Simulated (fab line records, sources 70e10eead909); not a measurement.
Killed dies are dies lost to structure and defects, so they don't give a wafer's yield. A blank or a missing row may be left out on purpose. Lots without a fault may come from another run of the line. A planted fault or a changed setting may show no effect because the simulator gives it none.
Which tool did it? | flow nand_harc | 14 lots, 42 wafers sampled, at 5 steps of a route of 1159

WHAT THE GAUGES READ, wafer by wafer
NHARC_A_ONON_D1_THK_MEAS_08: measures by ellipsometry. Usual: thk_nm 1001 nm, standard deviation 8.6.
lot  | measured     | on            | thk_nm (nm)    | flag
L272 | day 7 22:08  | film_metro-02 | 989 991 990    |
L276 | day 8 12:31  | film_metro-01 | 1000 999 998   |
L274 | day 8 12:40  | film_metro-02 | 1006 1007 1006 |
L277 | day 8 20:10  | film_metro-02 | 1004 1005 1006 |
L279 | day 9 03:47  | film_metro-01 | 1001 1001 1003 |
L280 | day 9 15:45  | film_metro-01 | 1542 1542 994  | OFF
L282 | day 10 02:20 | film_metro-02 | 982 980 978    |
L281 | day 10 12:36 | film_metro-01 | 1548 1547 1003 | OFF
L289 | day 11 19:28 | film_metro-01 | 1010 1014 1013 |
L290 | day 12 03:13 | film_metro-02 | 997 996 993    |
L292 | day 12 12:44 | film_metro-02 | 1003 1005 1006 |
L293 | day 12 12:56 | film_metro-02 | 1013 1012 1013 |
L294 | day 13 00:41 | film_metro-02 | 1006 1007 1007 |
L295 | day 13 05:50 | film_metro-02 | 1015 1015 1017 |

NHARC_END_SORT_01. Usual: killed_at_array 25, standard deviation 9.8; killed_at_other 0.8, standard deviation 1.1; killed_at_periphery 3.3, standard deviation 2.1; killed_dies 29, standard deviation 10; killed_open 3.3, standard deviation 1.8; killed_short 1.9, standard deviation 1.4.
lot  | measured     | on        | killed_at_array | killed_at_other | killed_at_periphery | killed_dies | killed_open | killed_short | flag
L280 | day 21 22:07 | prober-01 | 673 671 19      | 0 0 0           | 4 6 5               | 677 677 24  | 1 4 2       | 0 1 2        | OFF
L281 | day 22 06:39 | prober-02 | 670 671 35      | 4 3 1           | 3 3 1               | 677 677 37  | 4 1 0       | 1 3 2        | OFF

WHICH TOOL RAN EACH LOT (tool, then ch and the chambers of the sampled wafers, then the start)
lot  | NHARC_P_BONDPAD_PRE_CLEAN_26            | NHARC_P_BONDPAD_PVD_27                  | NHARC_A_ONON_D1_DEP_06
L272 | pvd_sputter-03, day 7 21:48 or earlier  | pvd_sputter-03, day 7 21:48 or earlier  | pecvd_onon-02 ch 0, day 7 21:48
L276 | pvd_sputter-01, day 8 12:04 or earlier  | pvd_sputter-01, day 8 12:04 or earlier  | pecvd_onon-04 ch 0, day 8 12:04
L274 | pvd_sputter-02, day 8 12:09 or earlier  | pvd_sputter-02, day 8 12:09 or earlier  | pecvd_onon-01 ch 0, day 8 12:09
L277 | pvd_sputter-03, day 8 19:40 or earlier  | pvd_sputter-03, day 8 19:40 or earlier  | pecvd_onon-02 ch 0, day 8 19:40
L279 | pvd_sputter-02, day 9 03:24 or earlier  | pvd_sputter-02, day 9 03:24 or earlier  | pecvd_onon-02 ch 0, day 9 03:24
L280 | pvd_sputter-01, day 9 15:14 or earlier  | pvd_sputter-01, day 9 15:14 or earlier  | pecvd_onon-02 ch 0, day 9 15:14
L282 | pvd_sputter-01, day 10 01:49 or earlier | pvd_sputter-01, day 10 01:49 or earlier | pecvd_onon-04 ch 0, day 10 01:49
L281 | pvd_sputter-02, day 10 12:09 or earlier | pvd_sputter-02, day 10 12:09 or earlier | pecvd_onon-02 ch 0, day 10 12:09
L289 | pvd_sputter-01, day 11 19:01 or earlier | pvd_sputter-01, day 11 19:01 or earlier | pecvd_onon-01 ch 0, day 11 19:01
L290 | pvd_sputter-03, day 12 02:46 or earlier | pvd_sputter-03, day 12 02:46 or earlier | pecvd_onon-01 ch 0, day 12 02:46
L292 | pvd_sputter-03, day 12 12:13 or earlier | pvd_sputter-03, day 12 12:13 or earlier | pecvd_onon-04 ch 0, day 12 12:13
L293 | pvd_sputter-03, day 12 12:29 or earlier | pvd_sputter-03, day 12 12:29 or earlier | pecvd_onon-01 ch 0, day 12 12:29
L294 | pvd_sputter-03, day 13 00:14 or earlier | pvd_sputter-03, day 13 00:14 or earlier | pecvd_onon-04 ch 0, day 13 00:14
L295 | pvd_sputter-03, day 13 05:19 or earlier | pvd_sputter-03, day 13 05:19 or earlier | pecvd_onon-04 ch 0, day 13 05:19
- NHARC_P_BONDPAD_PRE_CLEAN_26: time 30 s.
- NHARC_P_BONDPAD_PVD_27: deposits Cu, target thk 30 nm, time 20.49 s.
- NHARC_A_ONON_D1_DEP_06: target thk 1000 nm.

WHAT THE TOOLS THEMSELVES READ (means of the sampled wafers that have a number; where no wafer has one, the mark that the record gives instead)
NHARC_P_BONDPAD_PRE_CLEAN_26. Usual: heater_power_w 415 W, standard deviation 50.
lot  | tool           | heater_power_w (W) | flag
L272 | pvd_sputter-03 | 402                |
L276 | pvd_sputter-01 | 426                |
L274 | pvd_sputter-02 | 404                |
L277 | pvd_sputter-03 | 431                |
L279 | pvd_sputter-02 | 449                |
L280 | pvd_sputter-01 | 423                |
L282 | pvd_sputter-01 | 426                |
L281 | pvd_sputter-02 | 410                |
L289 | pvd_sputter-01 | 438                |
L290 | pvd_sputter-03 | 429                |
L292 | pvd_sputter-03 | 398                |
L293 | pvd_sputter-03 | 434                |
L294 | pvd_sputter-03 | 359                |
L295 | pvd_sputter-03 | 426                |

NHARC_P_BONDPAD_PVD_27. Usual: throttle_valve_pct 29.6 %, standard deviation 0.97.
lot  | tool           | throttle_valve_pct (%) | flag
L272 | pvd_sputter-03 | 28.6                   |
L276 | pvd_sputter-01 | 29.0                   |
L274 | pvd_sputter-02 | 30.0                   |
L277 | pvd_sputter-03 | 29.5                   |
L279 | pvd_sputter-02 | 30.0                   |
L280 | pvd_sputter-01 | 29.5                   |
L282 | pvd_sputter-01 | 29.8                   |
L281 | pvd_sputter-02 | 29.4                   |
L289 | pvd_sputter-01 | 29.7                   |
L290 | pvd_sputter-03 | 29.0                   |
L292 | pvd_sputter-03 | 29.7                   |
L293 | pvd_sputter-03 | 29.7                   |
L294 | pvd_sputter-03 | 29.7                   |
L295 | pvd_sputter-03 | 29.6                   |

NHARC_A_ONON_D1_DEP_06. Usual: n2_flow_sccm 2750 sccm, standard deviation 8.6.
lot  | tool          | n2_flow_sccm (sccm) | flag
L272 | pecvd_onon-02 | 2748                |
L276 | pecvd_onon-04 | 2752                |
L274 | pecvd_onon-01 | 2734                |
L277 | pecvd_onon-02 | 2740                |
L279 | pecvd_onon-02 | 2747                |
L280 | pecvd_onon-02 | 2737                |
L282 | pecvd_onon-04 | 2758                |
L281 | pecvd_onon-02 | 2743                |
L289 | pecvd_onon-01 | 2757                |
L290 | pecvd_onon-01 | 2752                |
L292 | pecvd_onon-04 | 2745                |
L293 | pecvd_onon-01 | 2756                |
L294 | pecvd_onon-04 | 2749                |
L295 | pecvd_onon-04 | 2756                |

THE ANSWER, worked out from the rows above alone
Rule: a lot is off if the mean of its wafers that have a number lies more than 3 standard deviations from the usual mean. A lot without any number at a reading at which 4 lots or more have one is off too. The other lots that the step has rows for count as sound. The gauges are gone through in route order, then the tools' own readings, and for those a lot's mean is taken as printed above. The first step at which some lot is off is used, and at that step the reading that is off furthest; a lot without a number counts as furthest.
Off: L280, L281, at NHARC_A_ONON_D1_THK_MEAS_08 (thk_nm).
A tool fits if, at a process step before that reading, it ran every lot that is off, and no sound lot after the first of them. The gauges at NHARC_A_ONON_D1_THK_MEAS_08 aren't tried: what is off there is off at NHARC_END_SORT_01 too, on other tools, and a gauge's error can't cause that. NHARC_P_BONDPAD_PRE_CLEAN_26 gives no start for some lots, so the hours and the order of its lots are those of NHARC_A_ONON_D1_DEP_06. NHARC_P_BONDPAD_PVD_27 gives no start for some lots, so the hours and the order of its lots are those of NHARC_A_ONON_D1_DEP_06. One fits: pecvd_onon-02 at NHARC_A_ONON_D1_DEP_06. Its last sound lot is L279 (day 9 03:24), its first lot that is off L280 (day 9 15:14): a fault that began between those two fits.

WHAT THE SIMULATOR HAD PUT IN
Process parameter drift: pecvd_onon-02, from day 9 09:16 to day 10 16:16, at NHARC_A_ONON_D1_DEP_06. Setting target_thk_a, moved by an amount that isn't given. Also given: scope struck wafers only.
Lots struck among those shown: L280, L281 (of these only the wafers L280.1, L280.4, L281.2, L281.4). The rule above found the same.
